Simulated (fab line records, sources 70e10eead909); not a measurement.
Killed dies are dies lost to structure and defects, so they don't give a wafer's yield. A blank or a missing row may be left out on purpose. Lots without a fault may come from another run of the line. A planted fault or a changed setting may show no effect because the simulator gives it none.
One fault seen from 2 desks | flow nand_harc | each desk has only its own numbers; what lay behind them comes last

THE DEFECT DESK
What the inspections along the route counted, lot by lot: means of the sampled wafers that have a number. A lot is out of limits, marked OUT, if its mean lies more than 4 standard deviations from the usual mean; the brackets give that distance.
Columns: A = raw_defect_count at NHARC_P_ZERO_WELL_INSPECT_43, usual 13
lot  | first seen here | A
L880 | day 2 03:29     | 12
L881 | day 2 13:50     | 15
L882 | day 2 23:32     | 25
L883 | day 3 09:25     | 9
L887 | day 5 05:31     | 609 (+99 or more) OUT
L889 | day 5 21:34     | 637 (+99 or more) OUT
L894 | day 7 23:41     | 16
L895 | day 8 09:38     | 13
L896 | day 8 19:47     | 12
L899 | day 10 01:30    | 12
L901 | day 10 23:31    | 18
L902 | day 11 07:38    | 16
L903 | day 11 17:33    | 12
This desk's finding: out of limits on L887, L889; first on L887, day 5 05:31 (raw_defect_count at NHARC_P_ZERO_WELL_INSPECT_43). In limits: L880, L881, L882, L883, L894, L895, L896, L899, L901, L902, L903.

THE METROLOGY DESK
What the gauges read, lot by lot, whatever tool the lot ran on: means of the sampled wafers that have a number. A lot is out of limits, marked OUT, if its mean lies more than 4 standard deviations from the usual mean; the brackets give that distance.
Columns: A = cd_nm at NHARC_P_ZERO_WELL_CD_MEAS_11, usual 499.4 nm; B = cd_nm at NHARC_P_ZERO_WELL_CD_MEAS_37, usual 718.9 nm
lot  | first seen here | A     | B
L880 | day 1 21:15     | 502.5 | 719.5
L881 | day 2 07:07     | 498.9 | 719.3
L882 | day 2 17:07     | 499.4 | 719.6
L883 | day 3 03:07     | 497.8 | 718.7
L887 | day 4 19:14     | 497.5 | 720.2
L889 | day 5 15:14     | 497.2 | 718.9
L894 | day 7 17:14     | 500.4 | 718.8
L895 | day 8 03:21     | 498.2 | 719.5
L896 | day 8 13:15     | 498.9 | 717.7
L899 | day 9 19:07     | 499.4 | 719.3
L901 | day 10 15:14    | 497.7 | 718.3
L902 | day 11 01:14    | 499.9 | 720.8
L903 | day 11 11:16    | 499.3 | 717.8
This desk's finding: nothing out of limits on any of the 13 lots.

PUT TOGETHER
The defect desk could have raised an alarm at day 5 05:31, on L887, L889.
The metrology desk saw nothing out of limits.
The metrology desk has L887, L889 on record, within its limits.
Of the lots named, all ran NHARC_P_ZERO_WELL_PRECLEAN_68 on wet_bench-03.

WHAT THE SIMULATOR HAD PUT IN
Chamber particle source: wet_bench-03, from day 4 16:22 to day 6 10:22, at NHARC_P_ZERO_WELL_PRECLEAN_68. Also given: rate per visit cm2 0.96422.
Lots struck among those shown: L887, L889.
Hours from the fault's start to each desk's first reading out of limits: the defect desk, 13.
